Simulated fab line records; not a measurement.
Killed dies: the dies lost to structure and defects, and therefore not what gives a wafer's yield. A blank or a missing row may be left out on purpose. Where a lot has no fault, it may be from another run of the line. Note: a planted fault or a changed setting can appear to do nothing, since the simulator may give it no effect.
Chamber matching + flow n5Finfet + N5_PMOS_HMC_CHANNEL_EPI_HM_DEP_34 on pecvd-04 has 3 sister chambers
The step deposits SiO2 from TEOS/O2, target thk 36 nm, time 6.9 s. 6 wafers are shown with their chamber, then 9 later ones without.

## WAFERS, EACH WITH ITS CHAMBER
| wafer  | chamber | throttleValvePct (%) | showerheadPlenumPTorr (Torr) |
|--------|---------|----------------------|------------------------------|
| L081.3 | 1       | 19.3                 | 8.32                         |
| L085.4 | 0       | 19.0                 | 8.40                         |
| L085.5 | 2       | 17.4                 | 8.41                         |
| L087.1 | 0       | 19.3                 | 8.41                         |
| L087.5 | 1       | 19.1                 | 8.34                         |
| L087.6 | 2       | 17.8                 | 8.40                         |

## WAFERS WITH NO CHAMBER GIVEN
| wafer  | throttleValvePct (%) | showerheadPlenumPTorr (Torr) |
|--------|----------------------|------------------------------|
| L089.1 | 19.2                 | 8.40                         |
| L089.3 | 19.0                 | 8.32                         |
| L089.4 | 19.3                 | 8.41                         |
| L090.4 | 17.6                 | 8.37                         |
| L090.5 | 18.9                 | 8.34                         |
| L090.6 | 19.2                 | 8.42                         |
| L091.1 | 19.1                 | 8.35                         |
| L091.2 | 18.0                 | 8.38                         |
| L091.4 | 19.3                 | 8.41                         |

## CHAMBER TAKEN BY EACH
| wafer  | from the rows above | in truth |
|--------|---------------------|----------|
| L089.1 | 0                   | 0        |
| L089.3 | 1                   | 1        |
| L089.4 | 0                   | 0        |
| L090.4 | 2                   | 2        |
| L090.5 | 1                   | 1        |
| L090.6 | 0                   | 0        |
| L091.1 | 1                   | 1        |
| L091.2 | 2                   | 2        |
| L091.4 | 0                   | 0        |
9 of 9 placed correctly. From these rows, 0 cannot be placed. 0 placed wrongly.
How it was worked out, from the rows above alone: a wafer's distance from a chamber is the root of the sum, over the readings, of the square of ((its reading less the chamber's mean) divided by the reading's scatter). The wafer belongs to the nearest chamber; if the next one is less than 2 further off, it can't be placed. The mean given for a chamber averages the wafers shown for that chamber. How the scatter is found: for the shown wafers, subtract from each reading the mean of its chamber, square and add these, divide the total by (wafers less chambers), then take the root.
